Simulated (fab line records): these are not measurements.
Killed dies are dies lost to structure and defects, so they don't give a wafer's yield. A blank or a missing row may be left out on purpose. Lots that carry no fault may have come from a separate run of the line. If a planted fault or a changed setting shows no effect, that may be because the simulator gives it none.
What tool caused it?	flow nand_harc	Sampling: 6 lots, 18 wafers, 3 of 1302 route steps

WHAT EACH GAUGE READ, for each wafer
NHARC_P_GATE_CD_MEAS_59: the cd target is 720 nm.
lot	measured	on	cd_nm (nm)
L289	day 6 06:53	cd_sem-02	720.4 720.0 719.9
L291	day 6 18:50	cd_sem-03	722.4 721.7 722.2
L295	day 8 09:54	cd_sem-02	731.1 731.6 731.5
L305	day 12 17:11	cd_sem-03	721.7 723.1 721.1
L307	day 13 08:10	cd_sem-02	721.2 720.7 717.1
L310	day 14 20:29	cd_sem-03	720.9 719.9 719.1

WHAT TOOL EACH LOT RAN ON (gives the tool, then ch and the chambers of the sampled wafers, and finally the start)
lot	NHARC_P_GATE_HM_DEP_102	NHARC_P_GATE_EXPOSE_56
L289	acl_dep-02 ch 0, day 5 15:36	krf_scanner-02 ch 0, day 6 06:43
L291	acl_dep-01 ch 0, day 6 03:57	krf_scanner-03 ch 0, day 6 18:41
L295	acl_dep-01 ch 0, day 7 16:44	krf_scanner-02 ch 0, day 8 09:45
L305	acl_dep-02 ch 0, day 12 02:17	krf_scanner-03 ch 0, day 12 17:02
L307	acl_dep-01 ch 0, day 12 16:47	krf_scanner-03 ch 0, day 13 08:00
L310	acl_dep-01 ch 0, day 14 05:35	krf_scanner-02 ch 0, day 14 20:20
- NHARC_P_GATE_HM_DEP_102: deposits aC, target thk 120 nm.
- NHARC_P_GATE_EXPOSE_56: exposes mask P PSD, target cd 720 nm.

THE ANSWER, worked out from the rows above alone
Rule: what is usual is taken from the lots themselves. Put in order of their means at a reading, lots are off if they are a third of the lots or fewer, leave a main group of 4 or more, and stand apart from it by a gap of 3 or more times the standard deviation of the main group's means; of several such gaps the widest counts. A main group whose means are all the same, to the digits that the tables above print for the reading, isn't used. Also off: a lot with no number at a reading for which 4 or more lots have one. Any other lot the step has rows for is counted as sound.
Off: L295 (NHARC_P_GATE_CD_MEAS_59, cd_nm). The main group has a mean of 720.8 nm with a standard deviation of 1.
A tool fits if, at a process step before that reading, it ran every lot that is off, and no sound lot after the first of them. Gauges at NHARC_P_GATE_CD_MEAS_59: tried the same way as those tools. None of those tried fits.

WHAT WAS PUT IN BY THE SIMULATOR
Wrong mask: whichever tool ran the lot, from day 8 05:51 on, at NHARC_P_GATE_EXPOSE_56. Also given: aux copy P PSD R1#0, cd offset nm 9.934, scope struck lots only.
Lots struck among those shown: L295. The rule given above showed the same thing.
